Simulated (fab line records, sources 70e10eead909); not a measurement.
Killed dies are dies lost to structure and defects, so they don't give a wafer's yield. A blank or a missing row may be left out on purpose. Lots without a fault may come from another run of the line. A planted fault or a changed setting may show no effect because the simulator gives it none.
A struck lot beside a sound one | flow nand_harc | 14 steps out of a route of 1159
Sound: wafers L645.1, L645.4, L645.6. Struck: wafer L653.3. (L653.6 of the same lot was not struck and is left out.) The cause comes at the end.
At each step with rows: each side's tool, then ch and its chambers, then its first start. Under that, the readings that differ: sound wafers | struck wafers | difference of the means | sigmas: that difference in standard deviations of wafers without a fault.
alike: readings whose means differ by less than 2 such deviations, and words and numbers that are the same on both sides. not compared: withheld readings, readings that some wafer has no value for, bounds like >300 that may hide the same value, and numbers for which the record gives no deviation and whose values overlap.
The two part at a step that has a row with sigmas, a row that says differs or no value, or rows on one side only. Numbers that don't overlap but have no deviation are shown without sigmas and don't part them. A reading that every wafer of one side lacks parts them only if that side has two wafers or more.

first, 1 step without rows for these wafers: NHARC_A_ONON_D1_DEP_12 (target thk 1000 nm).
NHARC_A_ONON_D1_THK_MEAS_14: measures by ellipsometry.
  sound on film_metro-02, day 8 06:58; struck on film_metro-02, day 10 18:54
  reading     | sound        | struck | difference | sigmas
  thk_nm (nm) | 1000 999 998 | 1025   | +26        | +3
then, 2 steps without rows for these wafers: NHARC_A_ONON_D1_ANNEAL_15 (time 3600 s); NHARC_A_ONON_D1_DEP_16 (target thk 1000 nm).
NHARC_A_ONON_D1_THK_MEAS_18: measures by ellipsometry.
  sound on film_metro-01, day 8 14:48; struck on film_metro-01, day 11 02:19
  alike: thk_nm
then, 1 step without rows for these wafers: NHARC_A_ONON_D1_DEP_19 (target thk 1000 nm).
NHARC_A_ONON_D1_THK_MEAS_21: measures by ellipsometry.
  sound on film_metro-01, day 8 15:22; struck on film_metro-01, day 11 02:53
  alike: thk_nm
then, 1 step without rows for these wafers: NHARC_A_ONON_D1_DEP_22 (target thk 1000 nm).
NHARC_A_ONON_D1_THK_MEAS_24: measures by ellipsometry.
  sound on film_metro-02, day 8 15:56; struck on film_metro-02, day 11 03:27
  alike: thk_nm
then, 1 step without rows for these wafers: NHARC_A_ONON_D1_DEP_25 (target thk 1000 nm).
NHARC_A_ONON_D1_THK_MEAS_27: measures by ellipsometry.
  sound on film_metro-02, day 8 16:30; struck on film_metro-01, day 11 04:02
  alike: thk_nm
NHARC_A_ONON_D1_DEP_28: target thk 1000 nm.
  sound on pecvd_onon-04 ch 0, day 8 16:34; struck on pecvd_onon-01 ch 0, day 11 04:12
NHARC_A_ONON_D1_THK_MEAS_30: measures by ellipsometry.
  sound on film_metro-02, day 8 17:04; struck on film_metro-01, day 11 04:36
  reading     | sound       | struck | difference | sigmas
  thk_nm (nm) | 995 994 995 | 1087   | +92        | +8
NHARC_A_ONON_D1_DEP_33: deposits SiO2, target thk 200 nm.
  sound on pecvd-03 ch 0,1,2, day 8 17:13; struck on pecvd-02 ch 2, day 11 04:40
  alike: heater_power_w, throttle_valve_pct

WHERE THEY PART
First at NHARC_A_ONON_D1_THK_MEAS_14; last, within this record, at NHARC_A_ONON_D1_THK_MEAS_30. Later steps at which nothing parts them and some readings are alike: NHARC_A_ONON_D1_DEP_33.

WHY: what the simulator had put in
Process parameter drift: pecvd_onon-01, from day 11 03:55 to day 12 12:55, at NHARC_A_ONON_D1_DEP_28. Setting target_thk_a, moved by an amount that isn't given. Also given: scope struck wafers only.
